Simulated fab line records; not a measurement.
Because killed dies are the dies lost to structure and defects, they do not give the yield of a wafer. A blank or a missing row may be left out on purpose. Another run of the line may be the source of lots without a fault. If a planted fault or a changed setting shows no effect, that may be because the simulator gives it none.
The tool behind it: which one? | flow nandHarc | 13 lots with 39 wafers sampled at 4 steps, on a route of 1159 steps

WHAT EACH GAUGE READ, for each wafer
The record lacks any reading of a measuring or inspecting step that a usual standard deviation could be used to judge.

WHICH TOOL RAN EACH LOT (tool, then ch and the chambers of the sampled wafers, then the start)
lot  | NHARC_A_M1_ANNEAL_31            | NHARC_A_BONDPAD_DEP_00                     | NHARC_A_BONDPAD_ETCH_12           | NHARC_A_BONDPAD_PRE_CLEAN_26
L480 | rtpAnneal-02 ch 0, day 18 01:49 | pecvd-03 ch 0,1, day 18 03:17              | rieDiel-03 ch 2,3, day 18 04:55   | pvdSputter-02, no start
L479 | rtpAnneal-01 ch 0, day 18 02:16 | pecvd-02 ch 0,1, day 18 05:28 or earlier   | rieDiel-03 ch 0,1,2, day 18 05:28 | pvdSputter-01, no start
L481 | rtpAnneal-02 ch 0, day 18 02:34 | pecvd-02 ch 0,2, day 18 04:04              | rieDiel-06 ch 1,3, day 18 05:49   | pvdSputter-02, no start
L482 | rtpAnneal-01 ch 0, day 18 02:55 | pecvd-04 ch 0,1,2, day 18 06:07 or earlier | rieDiel-06 ch 2,3, day 18 06:07   | pvdSputter-01, no start
L484 | rtpAnneal-01 ch 0, day 18 11:47 | pecvd-03 ch 0,1,2, day 18 13:26            | rieDiel-03 ch 1,3, day 18 14:51   | pvdSputter-03, no start
L483 | rtpAnneal-02 ch 0, day 18 12:27 | pecvd-03 ch 0,2, day 18 14:01              | rieDiel-04 ch 1,3, day 18 15:35   | pvdSputter-02, no start
L485 | rtpAnneal-01 ch 0, day 19 16:10 | pecvd-04 ch 0,1, day 19 17:44              | rieDiel-03 ch 0,3, day 19 19:09   | pvdSputter-02, no start
L490 | rtpAnneal-01 ch 0, day 20 03:32 | pecvd-03 ch 0,1,2, day 20 04:59            | rieDiel-03 ch 0,1,2, day 20 06:35 | pvdSputter-03, no start
L489 | rtpAnneal-02 ch 0, day 20 15:13 | pecvd-03 ch 0,1, day 20 16:40              | rieDiel-03 ch 1,2, day 20 18:28   | pvdSputter-03, no start
L487 | rtpAnneal-01 ch 0, day 20 15:25 | pecvd-04 ch 0,1,2, day 20 18:36 or earlier | rieDiel-06 ch 1,2,3, day 20 18:36 | pvdSputter-02, no start
L488 | rtpAnneal-02 ch 0, day 21 01:45 | pecvd-04 ch 0,1, day 21 03:19              | rieDiel-03 ch 0,1,2, day 21 04:57 | pvdSputter-03, no start
L492 | rtpAnneal-01 ch 0, day 21 04:31 | pecvd-02 ch 1,2, day 21 06:04              | rieDiel-03 ch 0,1,2, day 21 07:38 | pvdSputter-02, no start
L496 | rtpAnneal-02 ch 0, day 22 11:03 | pecvd-04 ch 0,1, day 22 12:39              | rieDiel-03 ch 0,1,2, day 22 14:19 | pvdSputter-03, no start
- NHARC_A_M1_ANNEAL_31: time 90 s.
- NHARC_A_BONDPAD_DEP_00: deposits SiCN, target thk 250 nm.
- NHARC_A_BONDPAD_ETCH_12: etches the open film in CHF3/O2, target depth 220 nm, time 110 s.
- NHARC_A_BONDPAD_PRE_CLEAN_26: time 30 s.

WHAT THE TOOLS THEMSELVES READ (means of the sampled wafers that have a number; where no wafer has one, the mark that the record gives instead)
NHARC_A_M1_ANNEAL_31. Usual: wafer_temp_C_max at 226.0, with a standard deviation of 0.32.
lot  | tool         | wafer_temp_C_max | flag
L480 | rtpAnneal-02 | 225.5            | 
L479 | rtpAnneal-01 | 226.3            | 
L481 | rtpAnneal-02 | 225.9            | 
L482 | rtpAnneal-01 | 226.3            | 
L484 | rtpAnneal-01 | 225.9            | 
L483 | rtpAnneal-02 | 225.8            | 
L485 | rtpAnneal-01 | 226.0            | 
L490 | rtpAnneal-01 | 226.1            | 
L489 | rtpAnneal-02 | 225.6            | 
L487 | rtpAnneal-01 | 226.2            | 
L488 | rtpAnneal-02 | 225.9            | 
L492 | rtpAnneal-01 | 226.0            | 
L496 | rtpAnneal-02 | 225.8            | 

NHARC_A_BONDPAD_DEP_00. Usual: heaterPowerW at 564 W, with a standard deviation of 120.
lot  | tool     | heaterPowerW (W) | flag
L480 | pecvd-03 | 550              | 
L479 | pecvd-02 | 592              | 
L481 | pecvd-02 | 543              | 
L482 | pecvd-04 | 606              | 
L484 | pecvd-03 | 627              | 
L483 | pecvd-03 | 664              | 
L485 | pecvd-04 | 621              | 
L490 | pecvd-03 | 555              | 
L489 | pecvd-03 | 651              | 
L487 | pecvd-04 | 515              | 
L488 | pecvd-04 | 640              | 
L492 | pecvd-02 | 559              | 
L496 | pecvd-04 | 663              | 

NHARC_A_BONDPAD_ETCH_12. Usual: drypumpMotorCurrentA 5.6 A, standard deviation 0.65; oesProductAu 0.936 a.u., standard deviation 0.019; rfVppV 371.6 V, standard deviation 2; showerheadPlenumPTorr 2.45 Torr, standard deviation 0.088; throttleValvePct 20.572 %, standard deviation 0.0093.
lot  | tool       | drypumpMotorCurrentA (A) | oesProductAu (a.u.) | rfVppV (V) | showerheadPlenumPTorr (Torr) | throttleValvePct (%) | flag
L480 | rieDiel-03 | 5.1                      | 0.973               | 370.3      | 2.39                         | 20.575               | 
L479 | rieDiel-03 | 5.5                      | 0.950               | 371.4      | 2.45                         | 20.572               | 
L481 | rieDiel-06 | 6.4                      | 0.932               | 369.7      | 2.40                         | 20.576               | 
L482 | rieDiel-06 | 6.4                      | 0.919               | 370.0      | 2.36                         | 20.574               | 
L484 | rieDiel-03 | 4.9                      | 0.960               | 373.0      | 2.49                         | 20.568               | 
L483 | rieDiel-04 | 5.4                      | 0.927               | 371.2      | 2.46                         | 20.573               | 
L485 | rieDiel-03 | 5.6                      | 0.933               | 374.0      | 2.52                         | 20.568               | 
L490 | rieDiel-03 | 5.5                      | 0.961               | 371.2      | 2.45                         | 20.565               | 
L489 | rieDiel-03 | 4.9                      | 0.949               | 370.9      | 2.38                         | 20.562               | 
L487 | rieDiel-06 | 6.4                      | 0.918               | 373.7      | 2.50                         | 20.572               | 
L488 | rieDiel-03 | 5.4                      | 0.943               | 371.5      | 2.45                         | 20.584               | 
L492 | rieDiel-03 | 5.5                      | 0.953               | 371.8      | 2.45                         | 20.578               | 
L496 | rieDiel-03 | 5.5                      | 0.910               | 371.0      | 2.45                         | 20.569               | 

NHARC_A_BONDPAD_PRE_CLEAN_26. Usual: heaterPowerW at 401 W, with a standard deviation of 45.
lot  | tool          | heaterPowerW (W) | flag
L480 | pvdSputter-02 | 387              | 
L479 | pvdSputter-01 | 440              | 
L481 | pvdSputter-02 | 399              | 
L482 | pvdSputter-01 | 441              | 
L484 | pvdSputter-03 | 438              | 
L483 | pvdSputter-02 | 416              | 
L485 | pvdSputter-02 | 438              | 
L490 | pvdSputter-03 | 418              | 
L489 | pvdSputter-03 | 409              | 
L487 | pvdSputter-02 | 400              | 
L488 | pvdSputter-03 | 339              | 
L492 | pvdSputter-02 | 417              | 
L496 | pvdSputter-03 | 392              | 

THE ANSWER, worked out from the rows above alone
Rule: a lot counts as off when the mean over its wafers that have a number is more than 3 standard deviations away from the usual mean. Also off: a lot with no number at a reading for which 4 or more lots have one. Where the step has rows for the other lots, those lots are counted as sound. After the gauges, taken in route order, come the tools' own readings; for these a lot's mean is taken, as printed above. The first step at which some lot is off is used, and at that step the reading that is off furthest; a lot without a number counts as furthest.
No lot is off at any reading shown: from this, nothing can be told.

WHAT THE SIMULATOR HAD PUT IN
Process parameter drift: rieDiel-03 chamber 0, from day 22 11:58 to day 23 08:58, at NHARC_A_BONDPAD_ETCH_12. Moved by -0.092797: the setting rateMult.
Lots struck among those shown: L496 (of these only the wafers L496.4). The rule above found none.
